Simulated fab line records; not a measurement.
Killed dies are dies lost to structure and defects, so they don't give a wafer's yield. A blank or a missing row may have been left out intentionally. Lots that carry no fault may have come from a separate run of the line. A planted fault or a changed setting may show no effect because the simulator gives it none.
fab line records	flow n5_finfet
[record] lots = 7	wafers = 39
route steps=1938 shown FIN_SAQP@96 FIN_CUT@173 DUMMY_GATE@228 MOL_CONTACT_COAG@541
start_h: start of the lot's first displayed wafer, in hours after the record's first day	wait_h: how many hours have passed since the lot's step before this one	" as in the row above	L1.1+2: one row covering several wafers at once	- no value present, or no start provided	* or withheld: withheld	< > ~ a bound
route shown NAME@n: names a module that has steps shown in the file, with the first one's number in the route	usual: mean/standard deviation of fault-free wafers	same: alike in all rows	chamber/n: place in a boat	sites: each site's reading	_std_site: standard deviation across them	_edge_site: mean of outer sites minus mean of inner sites	radius_mm: how far each site lies from the wafer's centre	mask NAME#n: copy n	behind: the tool/chamber that last shaped the wafer	hold: why the lot went on hold/how many hours it stayed there/how the hold came to an end	device: the n, p or np transistor that did not switch	end of line: tests of these same wafers at the route's end	for a step that has no rows: nothing shown but its recipe	killed: dies that structure and defects cost at the first sort, which is not the same as the wafer's yield	map: the dies of a wafer, with x for killed, . for not killed, _ for no die there
set.NAME: the setting the step ran with; set.NAME@STEP: the setting that earlier step ran with	model.NAME: the simulator's own value behind a step, which no gauge read
lots run with intentionally changed settings; tables by step, rows by wafer
[[steps]]
[step N5_FIN_SAQP_HM_DEP_03]
[recipe] material = SiNx	target_thk_a = 380	temp_c = 400	precursor = SiH4/NH3/N2	pressure_torr = 1.5	rf_w = 300	time_s = 33.6
lot.wafer	tool	chamber	start_h	wait_h	set.target_thk_a	model.SiNx_of_FIN_SAQP_HM_DEP_03.thk_nm
L074.3	pecvd-01	2	20.85	0.1	380	38.17
L074.4	"	2	"	"	380	38.66
L074.6	"	1	"	"	380	38.77
L077.1	pecvd-01	0	39.39	0.2	380	37.36
L077.2	"	2	"	"	350.9	34.73
L077.3	"	1	"	"	380	37.83
L077.4	"	1	"	"	380	38.43
L077.5	"	0	"	"	350.9	34.43
L077.6	"	2	"	"	350.9	34.49
L084.1	pecvd-02	1	80.50	0.2	380	37.53
L084.2	"	0	"	"	380	38.36
L084.3	"	2	"	"	380	37.93
L084.4	"	2	"	"	419	42.19
L084.5	"	0	"	"	419	42.24
L084.6	"	1	"	"	419	42.49
L086.1	pecvd-01	2	100.50	0.2	380	37.77
L086.2	"	1	"	"	380	38.16
L086.3	"	0	"	"	380	37.85
L086.4	"	2	"	"	380	38.03
L086.5	"	1	"	"	380	39.56
L086.6	"	0	"	"	380	38.47
L088.1	pecvd-02	2	105.64	0.2	380	38.35
L088.2	"	1	"	"	380	38.08
L088.3	"	0	"	"	359.8	36.03
L088.4	"	0	"	"	380	38.8
L088.5	"	2	"	"	359.8	36.76
L088.6	"	1	"	"	359.8	36.48
L091.1	pecvd-01	2	123.12	0.2	380	38.08
L091.2	"	0	"	"	430.9	43.24
L091.3	"	1	"	"	380	38.43
L091.4	"	1	"	"	430.9	44.45
L091.5	"	0	"	"	430.9	44
L091.6	"	2	"	"	380	38.11
L093.1	pecvd-02	1	135.14	0.2	380	36.94
L093.2	"	2	"	"	380	37.85
L093.3	"	0	"	"	380	37.26
L093.4	"	2	"	"	380	37.43
L093.5	"	0	"	"	380	37.82
L093.6	"	1	"	"	380	38.05
[step N5_FIN_SAQP_THK_MEAS_05]
[usual] thk_nm = 38.0/0.52
lot.wafer	tool	chamber	start_h	wait_h	set.target_thk_a@FIN_SAQP_HM_DEP_03	thk_nm
L074.3	film_metro-02	-	20.94	0.1	380	38.2
L074.4	"	-	"	"	380	38.6
L074.6	"	-	"	"	380	38.8
L077.1	film_metro-02	-	39.48	0.1	380	37.4
L077.2	"	-	"	"	350.9	34.7
L077.3	"	-	"	"	380	37.8
L077.4	"	-	"	"	380	38.4
L077.5	"	-	"	"	350.9	34.4
L077.6	"	-	"	"	350.9	34.5
L084.1	film_metro-02	-	80.59	0.1	380	37.5
L084.2	"	-	"	"	380	38.4
L084.3	"	-	"	"	380	38.0
L084.4	"	-	"	"	419	42.2
L084.5	"	-	"	"	419	42.2
L084.6	"	-	"	"	419	42.5
L086.1	film_metro-02	-	100.59	0.1	380	37.7
L086.2	"	-	"	"	380	38.2
L086.3	"	-	"	"	380	37.8
L086.4	"	-	"	"	380	37.9
L086.5	"	-	"	"	380	39.5
L086.6	"	-	"	"	380	38.5
L088.1	film_metro-02	-	105.72	0.1	380	38.3
L088.2	"	-	"	"	380	38.1
L088.3	"	-	"	"	359.8	36.0
L088.4	"	-	"	"	380	38.8
L088.5	"	-	"	"	359.8	36.7
L088.6	"	-	"	"	359.8	36.5
L091.1	film_metro-01	-	123.21	0.1	380	38.1
L091.2	"	-	"	"	430.9	43.3
L091.3	"	-	"	"	380	38.4
L091.4	"	-	"	"	430.9	44.4
L091.5	"	-	"	"	430.9	44.0
L091.6	"	-	"	"	380	38.1
L093.1	film_metro-01	-	135.22	0.1	380	37.0
L093.2	"	-	"	"	380	37.9
L093.3	"	-	"	"	380	37.3
L093.4	"	-	"	"	380	37.4
L093.5	"	-	"	"	380	37.8
L093.6	"	-	"	"	380	38.0
[step N5_FIN_SAQP_MANDREL_ETCH_22]
[recipe] target_depth_a = 600	chemistry = HBr/Cl2	target = a-Si	stop_on = SiNx	bt_time_s = 10	over_etch_frac = 0.5	time_s = 30	pressure_mtorr = 10	icp_w = 800	bias_w = 75	HBr_flow_sccm = 150	Cl2_flow_sccm = 80	ends = end_point
[usual] oes_product_au = 0.766/0.01
lot.wafer	tool	chamber	start_h	wait_h	set.target_depth_a	oes_product_au	model.SOC_of_FIN_SAQP_COAT_49.thk_nm
L074.3	rie_si-01	2	22.14	0.0	600	0.774	75.95
L074.4	"	0	"	"	600	0.774	77
L074.6	"	0	"	"	600	0.775	77
L077.1	rie_si-02	2	40.43	0.0	600	0.747	76.17
L077.2	"	0	"	"	659.2	0.733	73.6
L077.3	"	1	"	"	659.2	0.727	74.13
L077.4	"	3	"	"	600	0.761	76.11
L077.5	"	1	"	"	600	0.773	76.54
L077.6	"	0	"	"	659.2	0.744	73.47
L084.1	rie_si-01	3	81.84	0.0	569.8	0.791	76.39
L084.2	"	1	"	"	569.8	0.788	77.19
L084.3	"	2	"	"	600	0.749	75.07
L084.4	"	1	"	"	600	0.762	76.12
L084.5	"	2	"	"	569.8	0.781	76.27
L084.6	"	3	"	"	600	0.769	75.39
L086.1	rie_si-06	1	101.66	0.0	566.1	0.771	77.44
L086.2	"	3	"	"	566.1	0.788	78.16
L086.3	"	2	"	"	600	0.770	75.58
L086.4	"	0	"	"	600	0.759	75.77
L086.5	"	3	"	"	600	0.766	77.02
L086.6	"	0	"	"	566.1	0.790	77
L088.1	rie_si-01	0	106.84	0.0	600	0.771	77.24
L088.2	"	2	"	"	639.2	0.729	73.53
L088.3	"	1	"	"	639.2	0.736	75.11
L088.4	"	3	"	"	600	0.770	75.42
L088.5	"	0	"	"	600	0.782	77.15
L088.6	"	3	"	"	639.2	0.739	74.01
L091.1	rie_si-02	1	124.28	0.0	600	0.761	76.81
L091.2	"	2	"	"	600	0.751	76.53
L091.3	"	0	"	"	527.2	0.837	79.1
L091.4	"	3	"	"	600	0.782	76.19
L091.5	"	0	"	"	527.2	0.844	79.15
L091.6	"	1	"	"	527.2	0.842	79.49
L093.1	rie_si-06	0	136.30	0.0	600	0.747	75.6
L093.2	"	1	"	"	600	0.751	75.65
L093.3	"	2	"	"	642.4	0.734	74.22
L093.4	"	3	"	"	600	0.776	76.61
L093.5	"	3	"	"	642.4	0.744	75.36
L093.6	"	0	"	"	642.4	0.720	73.93
[step N5_FIN_SAQP_STRIP_55]
[recipe] chemistry = N2/H2	power_w = 500	temp_c = 40	pressure_mtorr = 50	rf_frequency_hz = 6e+07	overash_fraction = 0.3	bias_power_w = 28	h2_frac = 0.5	n2_flow_sccm = 300	h2_flow_sccm = 300
[step N5_FIN_SAQP_STRIP_23]
[recipe] chemistry = SPM	time_s = 750	temp_c = 130	h2so4_h2o2_vol_ratio = 4
[step N5_FIN_SAQP_SPACER2_ALD_28]
[recipe] material = SiO2	target_thk_a = 81	temp_c = 300	ald_precursor_family = BDEAS	ald_co_reactant = O2-plasma	pulse_time_s = 1	purge_time_s = 2	co_reactant_purge_time_s = 2	pressure_torr = 2
[step N5_FIN_SAQP_SPACER2_ETCHBACK_29]
[recipe] chemistry = CHF3/O2	mode = anisotropic_etchback	target = SiO2	target_depth_a = 122	time_s = 6.1	pressure_mtorr = 30	source_w = 650	bias_w = 170	Ar_flow_sccm = 200	CHF3_flow_sccm = 50	O2_flow_sccm = 5	ion_energy_ev = 200
[step N5_FIN_SAQP_MANDREL2_REMOVE_60]
[recipe] chemistry = HBr/Cl2/O2	bt_time_s = 10	target = a-Si	stop_on = SiNx	endpoint = OES-SiCl	over_etch_frac = 1	icp_w = 600	bias_w = 22	HBr_flow_sccm = 150	Cl2_flow_sccm = 80	O2_flow_sccm = 5	pressure_mtorr = 10
lot.wafer	tool	chamber	start_h	wait_h	set.target_thk_a@FIN_SAQP_HM_DEP_03	model.SiNx_of_FIN_SAQP_HM_DEP_03.thk_nm
L074.3	rie_si-01	2	25.87	0.1	380	37.4
L074.4+6	"	3,1	"	"	380	38
L077.1	rie_si-06	3	43.95	0.1	380	36.8
L077.2	"	2	"	"	350.9	34
L077.3	"	0	"	"	380	37.2
L077.4	"	1	"	"	380	37.8
L077.5+6	"	2,3	"	"	350.9	33.8
L084.1	rie_si-06	2	85.75	0.1	380	36.8
L084.2	"	1	"	"	380	37.8
L084.3	"	0	"	"	380	37.2
L084.4+5	"	3	"	"	419	41.6
L084.6	"	2	"	"	419	41.8
L086.1+3+4	rie_si-02	2,1,2	105.81	0.1	380	37.2
L086.2	"	0	"	"	380	37.6
L086.5	"	1	"	"	380	38.8
L086.6	"	0	"	"	380	37.8
L088.1	rie_si-02	2	110.07	0.1	380	37.6
L088.2	"	1	"	"	380	37.4
L088.3	"	0	"	"	359.8	35.2
L088.4	"	1	"	"	380	38.2
L088.5	"	2	"	"	359.8	36.2
L088.6	"	0	"	"	359.8	35.8
L091.1+6	rie_si-01	2,1	127.46	0.1	380	37.4
L091.2	"	0	"	"	430.9	42.6
L091.3	"	1	"	"	380	37.6
L091.4	"	3	"	"	430.9	43.8
L091.5	"	0	"	"	430.9	43.2
L093.1	rie_si-02	1	139.57	0.1	380	36.2
L093.2+5	"	3	"	"	380	37.2
L093.3+4	"	0,2	"	"	380	36.6
L093.6	"	2	"	"	380	37.4
[step N5_FIN_SAQP_HM_OPEN_33]
[recipe] chemistry = CH3F/O2	target = SiNx	mask_material = SiO2	target_depth_a = 494	time_s = 70.6	pressure_mtorr = 30	source_w = 395	bias_w = 73	Ar_flow_sccm = 150	CH3F_flow_sccm = 30	O2_flow_sccm = 20	ion_energy_ev = 120	ends = cleared
[usual] etch_rf_on_time_s = 69.1/1.5
lot.wafer	tool	chamber	start_h	wait_h	set.target_thk_a@FIN_SAQP_HM_DEP_03	etch_rf_on_time_s	model.etch.depth_nm
L074.3	rie_diel-03	2	26.07	0.1	380	68.7	37.42
L074.4	"	3	"	"	380	68.8	38.03
L074.6	"	3	"	"	380	68.8	38.03
L077.1	rie_diel-02	3	44.12	0.0	380	67.1	36.73
L077.2	"	2	"	"	350.9	62.4	34
L077.3	"	1	"	"	380	70.7	37.13
L077.4	"	2	"	"	380	69.0	37.79
L077.5	"	1	"	"	350.9	64.5	33.8
L077.6	"	3	"	"	350.9	62.6	33.8
L084.1	rie_diel-03	1	85.91	0.0	380	66.9	36.83
L084.2	"	0	"	"	380	69.4	37.72
L084.3	"	2	"	"	380	68.8	37.2
L084.4	"	3	"	"	419	76.6	41.56
L084.5	"	2	"	"	419	76.8	41.61
L084.6	"	3	"	"	419	77.0	41.86
L086.1	rie_diel-02	2	106.01	0.1	380	68.1	37.14
L086.2	"	0	"	"	380	70.9	37.53
L086.3	"	1	"	"	380	68.3	37.11
L086.4	"	3	"	"	380	67.3	37.3
L086.5	"	2	"	"	380	70.9	38.82
L086.6	"	1	"	"	380	69.9	37.84
L088.1	rie_diel-05	1	110.27	0.1	380	71.1	37.65
L088.2	"	2	"	"	380	69.2	37.45
L088.3	"	3	"	"	359.8	66.5	35.27
L088.4	"	0	"	"	380	72.7	38.17
L088.5	"	2	"	"	359.8	66.6	36.13
L088.6	"	1	"	"	359.8	67.7	35.78
L091.1	rie_diel-03	3	127.84	0.3	380	69.6	37.46
L091.2	"	0	"	"	430.9	80.1	42.61
L091.3	"	1	"	"	380	68.8	37.69
L091.4	"	2	"	"	430.9	82.1	43.71
L091.5	"	0	"	"	430.9	80.8	43.26
L091.6	"	3	"	"	380	69.4	37.48
L093.1	rie_diel-02	1	139.81	0.1	380	66.8	36.2
L093.2	"	3	"	"	380	67.1	37.22
L093.3	"	2	"	"	380	66.8	36.63
L093.4	"	0	"	"	380	69.1	36.7
L093.5	"	1	"	"	380	69.1	37.2
L093.6	"	2	"	"	380	67.9	37.3
[step N5_FIN_CUT_CUT_ETCH_26]
[recipe] chemistry = CH3F/O2	target = SiNx	target_depth_a = 390	mask_material = SOC	time_s = 55.7	pressure_mtorr = 30	source_w = 395	bias_w = 73	Ar_flow_sccm = 150	CH3F_flow_sccm = 30	O2_flow_sccm = 20	ion_energy_ev = 120
lot.wafer	tool	chamber	start_h	wait_h	set.target_depth_a	model.etch.depth_nm
L074.3	rie_diel-06	2	27.52	0.0	390	38.67
L074.4	"	1	"	"	390	38.75
L074.6	"	2	"	"	390	38.61
L077.1	rie_diel-01	2	45.67	0.0	426.2	43.11
L077.2	"	3	"	"	390	38.67
L077.3	"	1	"	"	426.2	42.56
L077.4	"	0	"	"	390	40.76
L077.5	"	1	"	"	390	38.72
L077.6	"	2	"	"	426.2	42.87
L084.1	rie_diel-04	3	87.97	0.0	390	40.63
L084.2	"	1	"	"	412.4	39.99
L084.3	"	0	"	"	412.4	41.6
L084.4	"	0	"	"	390	39.37
L084.5	"	3	"	"	390	40.19
L084.6	"	1	"	"	412.4	40.04
L086.1	rie_diel-06	0	107.41	0.0	390	38.08
L086.2	"	2	"	"	417.8	40.98
L086.3	"	3	"	"	417.8	41.36
L086.4	"	1	"	"	390	39.01
L086.5	"	0	"	"	390	38.06
L086.6	"	3	"	"	417.8	41.68
L088.1	rie_diel-01	1	111.68	0.0	356.9	35.34
L088.2	"	3	"	"	356.9	35.69
L088.3	"	0	"	"	390	40.64
L088.4	"	2	"	"	390	38.61
L088.5	"	1	"	"	390	38.57
L088.6	"	2	"	"	356.9	35.46
L091.1	rie_diel-04	1	129.37	0.0	346.3	33.72
L091.2	"	0	"	"	346.3	34.57
L091.3	"	3	"	"	390	40.55
L091.4	"	2	"	"	390	38.42
L091.5	"	2	"	"	390	38.94
L091.6	"	1	"	"	346.3	33.74
L093.1	rie_diel-01	3	141.22	0.0	374.4	37.02
L093.2	"	2	"	"	390	38.68
L093.3	"	0	"	"	374.4	38.15
L093.4	"	1	"	"	390	38.36
L093.5	"	0	"	"	390	39.94
L093.6	"	1	"	"	374.4	37
[step N5_DUMMY_GATE_EXPOSE_12]
[recipe] mask_id = GATE	na = 0.33	source_shape = annular	sigma_inner = 0.2	sigma_outer = 0.6	polarization = unpolarized	target_cd_nm = 25	dose_mj = 34
lot.wafer	tool	chamber	start_h	wait_h	mask	set.dose_mj
L074.3+4+6	euv_scanner-02	0	45.68	-	GATE#0	34
L077.1+2+3	euv_scanner-02	0	63.63	-	GATE#0	32.5
L077.4+5+6	"	0	"	"	GATE#0	34
L084.1+2+3+4+5+6	euv_scanner-02	0	106.82	-	GATE#0	34
L086.1+5+6	euv_scanner-01	0	126.42	-	GATE#0	36.32
L086.2+3+4	"	0	"	"	GATE#0	34
L088.1+2+3+4+5+6	euv_scanner-02	0	130.29	-	GATE#0	34
L091.1+3+4	euv_scanner-01	0	147.08	-	GATE#0	36.62
L091.2+5+6	"	0	"	"	GATE#0	34
L093.1+2+6	euv_scanner-01	0	161.24	-	GATE#0	34
L093.3+4+5	"	0	"	"	GATE#0	34.91
[step N5_DUMMY_GATE_PEB_13]
[recipe] peb_temp_c = 100	peb_time_s = 60	resist = CAR-EUV
[step N5_DUMMY_GATE_DEVELOP_14]
[recipe] develop_time_s = 30	developer = TMAH	resist = CAR-EUV	rinse_liquid = surfactant_rinse	dry = air_spin	dev_temp_c = 23
[step N5_DUMMY_GATE_CD_MEAS_15]
[recipe] target_cd_nm = 25.8	landing_energy_ev = 500	detector = se_inlens
[usual] cd_nm = 24.97/0.25
lot.wafer	tool	chamber	start_h	wait_h	set.dose_mj@DUMMY_GATE_EXPOSE_12	cd_nm
L074.3	cd_sem-02	0	45.80	-	34	24.91
L074.4	"	0	"	"	34	24.85
L074.6	"	0	"	"	34	25.10
L077.1	cd_sem-01	0	63.75	-	32.5	25.92
L077.2	"	0	"	"	32.5	25.55
L077.3	"	0	"	"	32.5	25.57
L077.4	"	0	"	"	34	24.83
L077.5	"	0	"	"	34	24.75
L077.6	"	0	"	"	34	24.47
L084.1	cd_sem-01	0	106.94	-	34	25.20
L084.2	"	0	"	"	34	25.00
L084.3	"	0	"	"	34	25.22
L084.4	"	0	"	"	34	24.66
L084.5	"	0	"	"	34	25.47
L084.6	"	0	"	"	34	24.79
L086.1	cd_sem-01	0	126.54	-	36.32	23.28
L086.2	"	0	"	"	34	24.42
L086.3	"	0	"	"	34	24.88
L086.4	"	0	"	"	34	24.62
L086.5	"	0	"	"	36.32	23.07
L086.6	"	0	"	"	36.32	23.20
L088.1	cd_sem-02	0	130.42	-	34	24.91
L088.2	"	0	"	"	34	24.91
L088.3	"	0	"	"	34	25.18
L088.4	"	0	"	"	34	25.02
L088.5	"	0	"	"	34	25.34
L088.6	"	0	"	"	34	25.20
L091.1	cd_sem-03	0	147.21	-	36.62	23.69
L091.2	"	0	"	"	34	24.94
L091.3	"	0	"	"	36.62	23.54
L091.4	"	0	"	"	36.62	23.42
L091.5	"	0	"	"	34	24.96
L091.6	"	0	"	"	34	24.80
L093.1	cd_sem-03	0	161.37	-	34	25.15
L093.2	"	0	"	"	34	24.63
L093.3	"	0	"	"	34.91	24.11
L093.4	"	0	"	"	34.91	24.05
L093.5	"	0	"	"	34.91	24.37
L093.6	"	0	"	"	34	24.64
[step N5_DUMMY_GATE_STRIP_38]
[recipe] chemistry = N2/H2	temp_c = 40	n2_flow_sccm = 200	h2_flow_sccm = 200	rf_frequency_hz = 6e+07
[step N5_DUMMY_GATE_STRIP_39]
[recipe] chemistry = N2/H2	temp_c = 40	n2_flow_sccm = 200	h2_flow_sccm = 200	rf_frequency_hz = 6e+07
[step N5_DUMMY_GATE_TRIM_49]
[recipe] chemistry = O2	resist = SOC	time_s = 29	target_cd_nm = 14	source_power_w = 300	bias_power_w = 0	O2_flow_sccm = 100	temp_c = 20
lot.wafer	tool	chamber	start_h	wait_h	set.dose_mj@DUMMY_GATE_EXPOSE_12	model.DUMMY_GATE.cd_nm
L074.3+4	rie_si-04	2,1	46.16	0.0	34	13.8
L074.6	"	0	"	"	34	14.2
L077.1	rie_si-05	3	64.25	0.0	32.5	14.6
L077.2	"	0	"	"	32.5	14.4
L077.3	"	2	"	"	32.5	14.8
L077.4	"	1	"	"	34	13.4
L077.5	"	2	"	"	34	13.8
L077.6	"	3	"	"	34	14
L084.1+5	rie_si-04	1	107.42	0.0	34	13.8
L084.2	"	0	"	"	34	14
L084.3+4	"	2,3	"	"	34	14.4
L084.6	"	2	"	"	34	14.2
L086.1	rie_si-04	1	126.90	0.0	36.32	11.8
L086.2	"	0	"	"	34	13.8
L086.3	"	3	"	"	34	13.4
L086.4	"	2	"	"	34	13.6
L086.5	"	2	"	"	36.32	12.6
L086.6	"	1	"	"	36.32	12
L088.1	rie_si-05	0	130.78	0.0	34	14.2
L088.2+4+6	"	3,3,1	"	"	34	14
L088.3	"	1	"	"	34	13.6
L088.5	"	0	"	"	34	13.8
L091.1+3	rie_si-05	1,2	147.65	0.0	36.62	12.6
L091.2	"	0	"	"	34	13.6
L091.4	"	3	"	"	36.62	12.4
L091.5	"	1	"	"	34	13.4
L091.6	"	2	"	"	34	14.2
L093.1+6	rie_si-04	0,2	161.73	0.0	34	14
L093.2	"	3	"	"	34	13.8
L093.3	"	2	"	"	34.91	13.2
L093.4	"	1	"	"	34.91	13
L093.5	"	3	"	"	34.91	13.4
[step N5_DUMMY_GATE_ETCH_31]
[recipe] chemistry = C4F6/O2	target = SiO2	mask_material = SOC	target_depth_a = 825	time_s = 27.5	ion_energy_ev = 250	pressure_mtorr = 30	source_w = 345	bias_w = 185	Ar_flow_sccm = 300	C4F6_flow_sccm = 10	O2_flow_sccm = 10
lot.wafer	tool	chamber	start_h	wait_h	set.target_depth_a	model.etch.depth_nm
L074.3	rie_diel-01	2	46.36	0.0	825	82.52
L074.4	"	1	"	"	825	80.86
L074.6	"	3	"	"	825	81.38
L077.1	rie_diel-04	2	64.45	0.0	825	81.54
L077.2	"	0	"	"	825	81.76
L077.3	"	1	"	"	825	79.87
L077.4	"	2	"	"	825	81.74
L077.5	"	1	"	"	825	80.26
L077.6	"	0	"	"	825	83.32
L084.1	rie_diel-04	0	107.82	0.1	825	81.02
L084.2	"	3	"	"	825	83.96
L084.3	"	1	"	"	796	76.66
L084.4	"	1	"	"	796	76.73
L084.5	"	0	"	"	796	78.68
L084.6	"	3	"	"	825	84.39
L086.1	rie_diel-04	1	127.10	0.0	825	79.78
L086.2	"	3	"	"	915.1	94.4
L086.3	"	2	"	"	825	80.68
L086.4	"	0	"	"	915.1	90.29
L086.5	"	0	"	"	915.1	89.59
L086.6	"	3	"	"	825	85.2
L088.1	rie_diel-01	1	130.97	0.0	825	82.3
L088.2	"	2	"	"	825	82.35
L088.3	"	0	"	"	825	85.19
L088.4	"	3	"	"	825	82.38
L088.5	"	1	"	"	825	82.52
L088.6	"	0	"	"	825	84.85
L091.1	rie_diel-06	1	147.85	0.0	885.5	87.03
L091.2	"	3	"	"	885.5	86.87
L091.3	"	2	"	"	885.5	87.78
L091.4	"	0	"	"	825	80.6
L091.5	"	0	"	"	825	81.04
L091.6	"	3	"	"	825	80.48
L093.1	rie_diel-01	0	161.92	0.0	825	84.43
L093.2	"	1	"	"	825	81.3
L093.3	"	3	"	"	825	82.63
L093.4	"	2	"	"	825	81.86
L093.5	"	1	"	"	825	81.19
L093.6	"	0	"	"	825	84.82
[step N5_MOL_CONTACT_COAG_IMPLANT_129]
[recipe] species = Ge	energy_kev = 3	dose_cm2 = 6e+14	tilt_deg = 0	rotation_deg = 0
lot.wafer	tool	chamber	start_h	wait_h	set.energy_kev	model.implant.rp_nm	model.implant.drp_nm
L074.3+4+6	implanter-01	0	92.96	7.3	3	6.066	2.134
L077.1+3+4	implanter-01	0	107.77	0.0	3.295	6.478	2.262
L077.2+5+6	"	0	"	"	3	6.147	2.134
L084.1+3+4	implanter-01	0	152.71	0.0	2.574	5.475	1.941
L084.2+5+6	"	0	"	"	3	5.959	2.134
L086.1+4+5	implanter-01	0	173.67	0.0	3	6.085	2.134
L086.2+3+6	"	0	"	"	2.571	5.587	1.94
L088.1+2+3+4+5+6	implanter-02	0	174.30	0.0	3	6.045	2.134
L091.1+2+3+4+5+6	implanter-01	0	192.84	0.0	3	6.198	2.134
L093.1+4+5	implanter-01	0	207.01	0.0	3	6.1	2.134
L093.2+3+6	"	0	"	"	2.208	5.155	1.766
[[key]]
[split] step = N5_FIN_SAQP_HM_DEP_03	setting = target_thk_a	stated = 380	by = wafer
[response] step = N5_FIN_SAQP_HM_DEP_03	reading = model.SiNx_of_FIN_SAQP_HM_DEP_03.thk_nm	change = +0.422	per = 1%	r = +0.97
[response] step = N5_FIN_SAQP_THK_MEAS_05	reading = thk_nm	change = *	per = 1%	r = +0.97
[response] step = N5_FIN_SAQP_MANDREL2_REMOVE_60	reading = model.SiNx_of_FIN_SAQP_HM_DEP_03.thk_nm	change = +0.427	per = 1%	r = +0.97
[response] step = N5_FIN_SAQP_HM_OPEN_33	reading = etch_rf_on_time_s	change = *	per = 1%	r = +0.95
[response] step = N5_FIN_SAQP_HM_OPEN_33	reading = model.etch.depth_nm	change = +0.424	per = 1%	r = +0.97
[split] step = N5_FIN_SAQP_MANDREL_ETCH_22	setting = target_depth_a	stated = 600	by = wafer
[response] step = N5_FIN_SAQP_MANDREL_ETCH_22	reading = oes_product_au	change = -0.00468	per = 1%	r = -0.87
[response] step = N5_FIN_SAQP_MANDREL_ETCH_22	reading = model.SOC_of_FIN_SAQP_COAT_49.thk_nm	change = -0.248	per = 1%	r = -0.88
[split] step = N5_FIN_CUT_CUT_ETCH_26	setting = target_depth_a	stated = 390	by = wafer
[response] step = N5_FIN_CUT_CUT_ETCH_26	reading = model.etch.depth_nm	change = +0.401	per = 1%	r = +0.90
[split] step = N5_DUMMY_GATE_EXPOSE_12	setting = dose_mj	stated = 34	by = wafer
[response] step = N5_DUMMY_GATE_CD_MEAS_15	reading = cd_nm	change = -0.2	per = 1%	r = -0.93
[response] step = N5_DUMMY_GATE_TRIM_49	reading = model.DUMMY_GATE.cd_nm	change = -0.189	per = 1%	r = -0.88
[split] step = N5_DUMMY_GATE_ETCH_31	setting = target_depth_a	stated = 825	by = wafer
[response] step = N5_DUMMY_GATE_ETCH_31	reading = model.etch.depth_nm	change = +0.929	per = 1%	r = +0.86
[split] step = N5_MOL_CONTACT_COAG_IMPLANT_129	setting = energy_kev	stated = 3	by = wafer
[response] step = N5_MOL_CONTACT_COAG_IMPLANT_129	reading = model.implant.rp_nm	change = +0.0352	per = 1%	r = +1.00
[response] step = N5_MOL_CONTACT_COAG_IMPLANT_129	reading = model.implant.drp_nm	change = +0.0137	per = 1%	r = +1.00
